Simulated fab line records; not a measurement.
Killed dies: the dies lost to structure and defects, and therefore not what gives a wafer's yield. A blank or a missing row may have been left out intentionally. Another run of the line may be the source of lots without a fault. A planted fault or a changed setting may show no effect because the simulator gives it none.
Chamber matching -- flow nandHarc -- NHARC_A_BONDPAD_DESCUM_11 on rieDiel-03: 4 sister chambers
The step chemistry O2, time 3 s. 54 wafers are shown with their chamber, then 12 later ones without.

## WAFERS PAIRED WITH THEIR CHAMBERS
wafer,chamber,showerheadPlenumPTorr (Torr),drypumpMotorCurrentA (A),oesProductAu (a.u.)
L074.4,0,2.02,5.2,0.986
L074.5,2,2.05,5.1,0.988
L074.6,3,1.81,5.6,0.988
L076.2,0,2.02,5.2,0.990
L076.4,2,2.05,5.2,0.975
L076.6,1,1.80,6.0,0.982
L075.1,1,1.80,6.0,0.979
L075.2,3,1.81,5.6,0.992
L075.6,0,2.02,5.2,0.983
L077.1,3,1.81,5.6,0.997
L077.4,2,2.05,5.2,0.980
L077.6,1,1.80,6.1,0.988
L078.2,0,2.02,5.2,0.997
L078.3,2,2.05,5.2,0.977
L078.4,1,1.80,6.1,0.991
L079.2,1,1.80,6.1,0.976
L079.4,3,1.81,5.6,0.998
L079.6,1,1.80,6.1,0.976
L080.2,2,2.05,5.2,0.992
L080.5,1,1.80,6.1,1.000
L080.6,0,2.02,5.2,0.994
L081.1,3,1.81,5.6,0.998
L081.5,1,1.80,6.0,0.982
L081.6,0,2.02,5.2,0.984
L082.1,1,1.80,6.0,0.988
L082.4,2,2.05,5.2,0.997
L082.6,3,1.81,5.6,1.006
L083.2,1,1.80,6.1,0.995
L083.3,3,1.81,5.6,1.002
L083.4,0,2.02,5.2,0.994
L084.1,1,1.80,6.1,1.003
L084.3,2,2.05,5.2,0.986
L084.5,2,2.05,5.2,0.984
L088.2,1,1.80,6.1,0.988
L088.4,3,1.81,5.6,1.012
L088.6,0,2.02,5.2,0.999
L089.1,1,1.80,6.1,0.988
L089.2,3,1.81,5.6,0.994
L089.3,0,2.02,5.2,0.983
L089.4,2,2.05,5.2,0.971
L089.5,3,1.81,5.6,1.001
L089.6,0,2.02,5.2,0.978
L091.2,3,1.81,5.6,1.006
L091.3,2,2.05,5.2,0.978
L091.4,1,1.80,6.1,0.991
L090.1,3,1.81,5.6,1.000
L090.4,0,2.02,5.2,0.989
L090.5,0,2.01,5.2,0.992
L094.1,2,2.05,5.2,0.986
L094.4,0,2.01,5.2,0.991
L094.5,2,2.05,5.2,0.978
L093.2,3,1.81,5.6,1.019
L093.3,2,2.05,5.2,0.993
L093.6,2,2.05,5.2,0.988

SIGNATURES, as means of the wafers listed above
reading,chamber 0,chamber 1,chamber 2,chamber 3,scatter within a chamber
showerheadPlenumPTorr,2.0185,1.8000,2.0500,1.8100,0.00184
drypumpMotorCurrentA,5.200,6.071,5.193,5.600,0.0275
oesProductAu,0.98923,0.98764,0.98379,1.00100,0.00762
Rule: for each reading, subtract the chamber's mean from the wafer's reading, divide by that reading's scatter and square the result; add these up over the readings and take the root, which gives the wafer's distance from the chamber. If the next closest chamber is less than 2 further off than the closest, the wafer can't be placed; otherwise it belongs to the closest. The scatter is the square root of a quotient: the sum, over the shown wafers, of each reading's squared deviation from its chamber's mean, divided by wafers minus chambers.

## WAFERS MISSING THEIR CHAMBER
wafer,showerheadPlenumPTorr (Torr),drypumpMotorCurrentA (A),oesProductAu (a.u.)
L092.4,2.05,5.1,0.982
L092.5,1.80,6.0,0.998
L092.6,2.01,5.2,0.998
L095.1,1.81,5.6,1.006
L095.3,2.01,5.2,1.001
L095.4,2.05,5.2,0.990
L096.1,1.81,5.6,1.005
L096.3,1.80,6.1,0.991
L096.6,1.81,5.6,1.014
L097.2,1.80,6.1,1.008
L097.4,2.01,5.2,1.010
L097.5,2.05,5.2,0.995

## WHICH CHAMBER EACH ONE RAN IN
wafer,from the rows above,in truth
L092.4,2,2
L092.5,1,1
L092.6,0,0
L095.1,3,3
L095.3,0,0
L095.4,2,2
L096.1,3,3
L096.3,1,1
L096.6,3,3
L097.2,1,1
L097.4,0,0
L097.5,2,2
Correct placement for 12 of the 12. Number that these rows cannot place: 0. Wrongly placed: 0.
